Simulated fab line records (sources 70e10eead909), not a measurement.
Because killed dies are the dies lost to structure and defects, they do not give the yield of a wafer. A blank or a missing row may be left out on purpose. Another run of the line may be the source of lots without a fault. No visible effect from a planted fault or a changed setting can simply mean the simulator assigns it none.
Which tool was responsible? :: flow nand_harc :: 13 lots, 39 wafers sampled, at 5 steps of a route of 1159

== WHAT THE GAUGES READ, wafer by wafer ==
NHARC_A_CONTACT_CD_MEAS_80.
lot: L702
measured: day 17 15:29
on: cd_sem-03
cd_nm (nm): 189.7 190.3 189.0

lot: L704
measured: day 17 22:19
on: cd_sem-03
cd_nm (nm): 189.6 189.7 189.4

lot: L706
measured: day 18 15:16
on: cd_sem-01
cd_nm (nm): 189.7 189.2 190.7

lot: L705
measured: day 18 23:57
on: cd_sem-02
cd_nm (nm): 190.4 189.6 189.5

lot: L708
measured: day 19 08:41
on: cd_sem-03
cd_nm (nm): 188.9 188.5 187.0

lot: L709
measured: day 19 11:08
on: cd_sem-02
cd_nm (nm): 190.1 190.6 190.1

lot: L711
measured: day 19 16:07
on: cd_sem-02
cd_nm (nm): 188.5 189.3 189.8

lot: L719
measured: day 21 12:28
on: cd_sem-02
cd_nm (nm): 190.5 189.4 189.3

lot: L717
measured: day 22 04:14
on: cd_sem-03
cd_nm (nm): 189.5 189.5 190.1

lot: L720
measured: day 22 09:55
on: cd_sem-01
cd_nm (nm): 191.6 190.8 191.4

lot: L718
measured: day 22 14:11
on: cd_sem-03
cd_nm (nm): 191.5 191.1 190.6

lot: L724
measured: day 23 07:31
on: cd_sem-03
cd_nm (nm): 190.0 189.2 190.0

lot: L725
measured: day 23 08:52
on: cd_sem-01
cd_nm (nm): 190.0 189.9 189.5

NHARC_END_SORT_01.
lot: L708
measured: day 21 23:37
on: prober-02
killed_at_array: 27
killed_at_other: 1
killed_at_periphery: 13
killed_dies: 41
killed_open: 3
killed_short: 2

lot: L711
measured: day 22 10:30
on: prober-01
killed_at_array: 12
killed_at_other: 0
killed_at_periphery: 5
killed_dies: 17
killed_open: 7
killed_short: 2

== EACH LOT AND THE TOOL THAT RAN IT (in order: tool; ch and the chambers of the sampled wafers; start) ==
lot: L702
NHARC_A_CONTACT_ETCH_132: har_cap_etch-01 ch 0,1, day 17 14:14
NHARC_A_CONTACT_ETCH_133: har_cap_etch-01 ch 0,1, day 17 14:29
NHARC_A_CONTACT_ETCH_30: rie_diel-08 ch 1,3, day 17 20:22

lot: L704
NHARC_A_CONTACT_ETCH_132: har_cap_etch-02 ch 0,1, day 17 21:14
NHARC_A_CONTACT_ETCH_133: har_cap_etch-02 ch 0,1, day 17 21:26
NHARC_A_CONTACT_ETCH_30: rie_diel-13 ch 1,2, day 18 02:22

lot: L706
NHARC_A_CONTACT_ETCH_132: har_cap_etch-01 ch 0,1, day 18 14:13
NHARC_A_CONTACT_ETCH_133: har_cap_etch-01 ch 0,1, day 18 14:26
NHARC_A_CONTACT_ETCH_30: rie_diel-08 ch 0,2,3, day 18 21:47

lot: L705
NHARC_A_CONTACT_ETCH_132: har_cap_etch-02 ch 0,1, day 18 22:55
NHARC_A_CONTACT_ETCH_133: har_cap_etch-02 ch 0,1, day 18 23:08
NHARC_A_CONTACT_ETCH_30: rie_diel-11 ch 1,2, day 19 05:18

lot: L708
NHARC_A_CONTACT_ETCH_132: har_cap_etch-01 ch 1, day 19 07:25
NHARC_A_CONTACT_ETCH_133: har_cap_etch-01 ch 1, day 19 07:36
NHARC_A_CONTACT_ETCH_30: rie_diel-08 ch 0,1, day 19 13:38

lot: L709
NHARC_A_CONTACT_ETCH_132: har_cap_etch-03 ch 0,1, day 19 10:12
NHARC_A_CONTACT_ETCH_133: har_cap_etch-03 ch 0,1, day 19 10:20
NHARC_A_CONTACT_ETCH_30: rie_diel-08 ch 0,1,2, day 19 15:42

lot: L711
NHARC_A_CONTACT_ETCH_132: har_cap_etch-01 ch 0,1, day 19 14:59
NHARC_A_CONTACT_ETCH_133: har_cap_etch-01 ch 0,1, day 19 15:11
NHARC_A_CONTACT_ETCH_30: rie_diel-08 ch 0,1,3, day 19 21:06

lot: L719
NHARC_A_CONTACT_ETCH_132: har_cap_etch-02 ch 0,1, day 21 11:32
NHARC_A_CONTACT_ETCH_133: har_cap_etch-02 ch 0,1, day 21 11:41
NHARC_A_CONTACT_ETCH_30: rie_diel-11 ch 0,1,3, day 21 16:40

lot: L717
NHARC_A_CONTACT_ETCH_132: har_cap_etch-01 ch 0,1, day 22 03:19
NHARC_A_CONTACT_ETCH_133: har_cap_etch-01 ch 0,1, day 22 03:27
NHARC_A_CONTACT_ETCH_30: rie_diel-13 ch 1,2,3, day 22 10:17

lot: L720
NHARC_A_CONTACT_ETCH_132: har_cap_etch-03 ch 0,1, day 22 08:55
NHARC_A_CONTACT_ETCH_133: har_cap_etch-03 ch 0,1, day 22 09:03
NHARC_A_CONTACT_ETCH_30: rie_diel-11 ch 0,3, day 22 13:25

lot: L718
NHARC_A_CONTACT_ETCH_132: har_cap_etch-01 ch 0,1, day 22 13:13
NHARC_A_CONTACT_ETCH_133: har_cap_etch-01 ch 0,1, day 22 13:22
NHARC_A_CONTACT_ETCH_30: rie_diel-13 ch 1,2, day 22 18:08

lot: L724
NHARC_A_CONTACT_ETCH_132: har_cap_etch-02 ch 0,1, day 23 06:26
NHARC_A_CONTACT_ETCH_133: har_cap_etch-02 ch 0,1, day 23 06:37
NHARC_A_CONTACT_ETCH_30: rie_diel-11 ch 0,1,2, day 23 11:20

lot: L725
NHARC_A_CONTACT_ETCH_132: har_cap_etch-03 ch 0,1, day 23 07:55
NHARC_A_CONTACT_ETCH_133: har_cap_etch-03 ch 0,1, day 23 08:04
NHARC_A_CONTACT_ETCH_30: rie_diel-13 ch 0,1,3, day 23 14:19
- NHARC_A_CONTACT_ETCH_132: etches the open film in C4F8/O2/Ar, time 156 s, target depth 958 nm.
- NHARC_A_CONTACT_ETCH_133: etches the open film in C4F8/O2/Ar, time 195 s, target depth 840 nm.
- NHARC_A_CONTACT_ETCH_30: etches the open film in CF4/CHF3, target depth 60.5 nm, time 30.2 s.

== WHAT THE TOOLS THEMSELVES READ (means of the sampled wafers that have a number; where no wafer has one, the mark that the record gives instead) ==
NHARC_A_CONTACT_ETCH_133.
lot: L702
tool: har_cap_etch-01
run_length_s (s): 226.51

lot: L704
tool: har_cap_etch-02
run_length_s (s): 226.41

lot: L706
tool: har_cap_etch-01
run_length_s (s): 226.38

lot: L705
tool: har_cap_etch-02
run_length_s (s): 226.12

lot: L708
tool: har_cap_etch-01
run_length_s (s): 226.55

lot: L709
tool: har_cap_etch-03
run_length_s (s): 226.24

lot: L711
tool: har_cap_etch-01
run_length_s (s): 226.40

lot: L719
tool: har_cap_etch-02
run_length_s (s): 226.43

lot: L717
tool: har_cap_etch-01
run_length_s (s): 226.29

lot: L720
tool: har_cap_etch-03
run_length_s (s): 226.30

lot: L718
tool: har_cap_etch-01
run_length_s (s): 226.67

lot: L724
tool: har_cap_etch-02
run_length_s (s): 226.26

lot: L725
tool: har_cap_etch-03
run_length_s (s): 226.86

NHARC_A_CONTACT_ETCH_30.
lot: L702
tool: rie_diel-08
chf3_flow_sccm (sccm): 29.97
drypump_motor_current_A (A): 5.2
mfc_ar_sccm (sccm): 0.022
oes_product_au (a.u.): 0.979
rf_vpp_V (V): 369.1
run_length_s (s): 51.4
showerhead_plenum_p_Torr (Torr): 1.54
throttle_valve_pct (%): 16.803

lot: L704
tool: rie_diel-13
chf3_flow_sccm (sccm): 29.87
drypump_motor_current_A (A): 6.1
mfc_ar_sccm (sccm): 0.007
oes_product_au (a.u.): 0.917
rf_vpp_V (V): 369.7
run_length_s (s): 51.6
showerhead_plenum_p_Torr (Torr): 1.55
throttle_valve_pct (%): 16.809

lot: L706
tool: rie_diel-08
chf3_flow_sccm (sccm): 30.07
drypump_motor_current_A (A): 5.3
mfc_ar_sccm (sccm): 0.016
oes_product_au (a.u.): 0.917
rf_vpp_V (V): 371.2
run_length_s (s): 51.3
showerhead_plenum_p_Torr (Torr): 1.61
throttle_valve_pct (%): 16.803

lot: L705
tool: rie_diel-11
chf3_flow_sccm (sccm): 29.95
drypump_motor_current_A (A): 6.2
mfc_ar_sccm (sccm): 0.011
oes_product_au (a.u.): 0.916
rf_vpp_V (V): 369.2
run_length_s (s): 52.0
showerhead_plenum_p_Torr (Torr): 1.54
throttle_valve_pct (%): 16.798

lot: L708
tool: rie_diel-08
chf3_flow_sccm (sccm): 29.92
drypump_motor_current_A (A): 5.6
mfc_ar_sccm (sccm): 0.010
oes_product_au (a.u.): 0.926
rf_vpp_V (V): 373.3
run_length_s (s): 47.8
showerhead_plenum_p_Torr (Torr): 1.66
throttle_valve_pct (%): 16.811

lot: L709
tool: rie_diel-08
chf3_flow_sccm (sccm): 30.04
drypump_motor_current_A (A): 5.3
mfc_ar_sccm (sccm): 0.005
oes_product_au (a.u.): 0.930
rf_vpp_V (V): 372.9
run_length_s (s): 49.1
showerhead_plenum_p_Torr (Torr): 1.64
throttle_valve_pct (%): 16.801

lot: L711
tool: rie_diel-08
chf3_flow_sccm (sccm): 30.05
drypump_motor_current_A (A): 5.4
mfc_ar_sccm (sccm): 0.016
oes_product_au (a.u.): 1.001
rf_vpp_V (V): 370.6
run_length_s (s): 49.4
showerhead_plenum_p_Torr (Torr): 1.60
throttle_valve_pct (%): 16.801

lot: L719
tool: rie_diel-11
chf3_flow_sccm (sccm): 30.07
drypump_motor_current_A (A): 5.7
mfc_ar_sccm (sccm): 0.017
oes_product_au (a.u.): 0.924
rf_vpp_V (V): 367.5
run_length_s (s): 51.5
showerhead_plenum_p_Torr (Torr): 1.49
throttle_valve_pct (%): 16.812

lot: L717
tool: rie_diel-13
chf3_flow_sccm (sccm): 30.03
drypump_motor_current_A (A): 5.9
mfc_ar_sccm (sccm): 0.005
oes_product_au (a.u.): 0.935
rf_vpp_V (V): 373.0
run_length_s (s): 51.5
showerhead_plenum_p_Torr (Torr): 1.64
throttle_valve_pct (%): 16.805

lot: L720
tool: rie_diel-11
chf3_flow_sccm (sccm): 29.91
drypump_motor_current_A (A): 5.6
mfc_ar_sccm (sccm): 0.013
oes_product_au (a.u.): 0.937
rf_vpp_V (V): 367.4
run_length_s (s): 51.6
showerhead_plenum_p_Torr (Torr): 1.47
throttle_valve_pct (%): 16.797

lot: L718
tool: rie_diel-13
chf3_flow_sccm (sccm): 29.87
drypump_motor_current_A (A): 6.1
mfc_ar_sccm (sccm): 0.007
oes_product_au (a.u.): 0.959
rf_vpp_V (V): 372.8
run_length_s (s): 51.2
showerhead_plenum_p_Torr (Torr): 1.63
throttle_valve_pct (%): 16.803

lot: L724
tool: rie_diel-11
chf3_flow_sccm (sccm): 30.08
drypump_motor_current_A (A): 6.1
mfc_ar_sccm (sccm): 0.017
oes_product_au (a.u.): 0.926
rf_vpp_V (V): 368.4
run_length_s (s): 51.8
showerhead_plenum_p_Torr (Torr): 1.50
throttle_valve_pct (%): 16.810

lot: L725
tool: rie_diel-13
chf3_flow_sccm (sccm): 30.09
drypump_motor_current_A (A): 5.6
mfc_ar_sccm (sccm): 0.017
oes_product_au (a.u.): 0.922
rf_vpp_V (V): 370.8
run_length_s (s): 51.5
showerhead_plenum_p_Torr (Torr): 1.57
throttle_valve_pct (%): 16.806

== THE ANSWER, worked out from the rows above alone ==
Rule: the lots themselves supply what counts as usual. The widest of any qualifying gaps counts: lots, ordered by their means at a reading, are off when they make up no more than a third of the lots, leave a main group of 4 or more, and stand apart from it by 3 or more times the standard deviation of that group's means. If all means in a main group match to the digits the tables above print for the reading, that group is not used. Also off: a lot with no number at a reading for which 4 or more lots have one. Any other lot the step has rows for is counted as sound. Order of review: gauges by route order, followed by the tools' own readings, for which a lot's mean as printed above is used. The first step at which some lot is off is used, and at that step the reading that is off furthest; a lot without a number counts as furthest.
Off: L708, L709, L711 (NHARC_A_CONTACT_ETCH_30, run_length_s). The main group has a mean of 51.5 s with a standard deviation of 0.22.
If a tool, at that step or one of the process steps before it, ran each lot that is off and ran no sound lot following the first of them, it fits. One candidate fits, namely rie_diel-08 at NHARC_A_CONTACT_ETCH_30. A fault onset in the window from L706 (day 18 21:47, its last sound lot) to L708 (day 19 13:38, its first lot off) fits.
On the lots that are off, the tool's own readings at NHARC_A_CONTACT_ETCH_30 differ by more than 5 times the standard deviation of the sound lots' means, which bears it out; run_length_s reads 48.8 s there versus 51.5 s on the sound lots.

== WHAT WAS PUT IN BY THE SIMULATOR ==
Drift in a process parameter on rie_diel-08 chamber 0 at NHARC_A_CONTACT_ETCH_30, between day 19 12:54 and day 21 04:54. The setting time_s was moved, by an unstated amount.
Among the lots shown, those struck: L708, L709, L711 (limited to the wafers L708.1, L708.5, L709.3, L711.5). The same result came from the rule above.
